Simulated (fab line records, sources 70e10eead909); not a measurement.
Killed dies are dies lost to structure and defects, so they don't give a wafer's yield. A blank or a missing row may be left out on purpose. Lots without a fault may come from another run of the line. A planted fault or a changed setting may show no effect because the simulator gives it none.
Which tool did it? | flow nand_harc | 12 lots, 36 wafers sampled, at 1 step of a route of 1159

WHAT THE GAUGES READ, wafer by wafer
NHARC_P_ZERO_WELL_CD_MEAS_11: target cd 500 nm.
lot  | measured    | on        | cd_nm (nm)
L075 | day 1 19:16 | cd_sem-03 | 502.6 499.0 498.9
L077 | day 2 07:11 | cd_sem-03 | 500.9 500.1 499.0
L079 | day 2 19:14 | cd_sem-03 | 500.4 501.7 502.4
L081 | day 3 07:15 | cd_sem-03 | 501.2 503.7 502.5
L083 | day 3 19:07 | cd_sem-03 | 498.8 500.6 501.7
L085 | day 4 07:07 | cd_sem-03 | 500.2 501.6 503.3
L087 | day 4 19:14 | cd_sem-01 | 501.9 501.0 499.6
L089 | day 5 07:08 | cd_sem-03 | 503.2 500.9 503.4
L091 | day 5 19:08 | cd_sem-03 | 499.0 497.9 497.5
L093 | day 6 07:19 | cd_sem-02 | 501.7 500.4 500.8
L095 | day 6 19:14 | cd_sem-01 | 499.3 499.8 497.6
L097 | day 7 07:08 | cd_sem-01 | 500.5 497.8 500.9

WHICH TOOL RAN EACH LOT (tool, then ch and the chambers of the sampled wafers, then the start)
The record holds no process step before these readings.

THE ANSWER, worked out from the rows above alone
Rule: what is usual is taken from the lots themselves. Put in order of their means at a reading, lots are off if they are a third of the lots or fewer, leave a main group of 4 or more, and stand apart from it by a gap of 3 or more times the standard deviation of the main group's means; of several such gaps the widest counts. A main group whose means are all the same, to the digits that the tables above print for the reading, isn't used. A lot without any number at a reading at which 4 lots or more have one is off too. The other lots that the step has rows for count as sound.
No lot is off at any reading shown: from this, nothing can be told.

WHAT THE SIMULATOR HAD PUT IN
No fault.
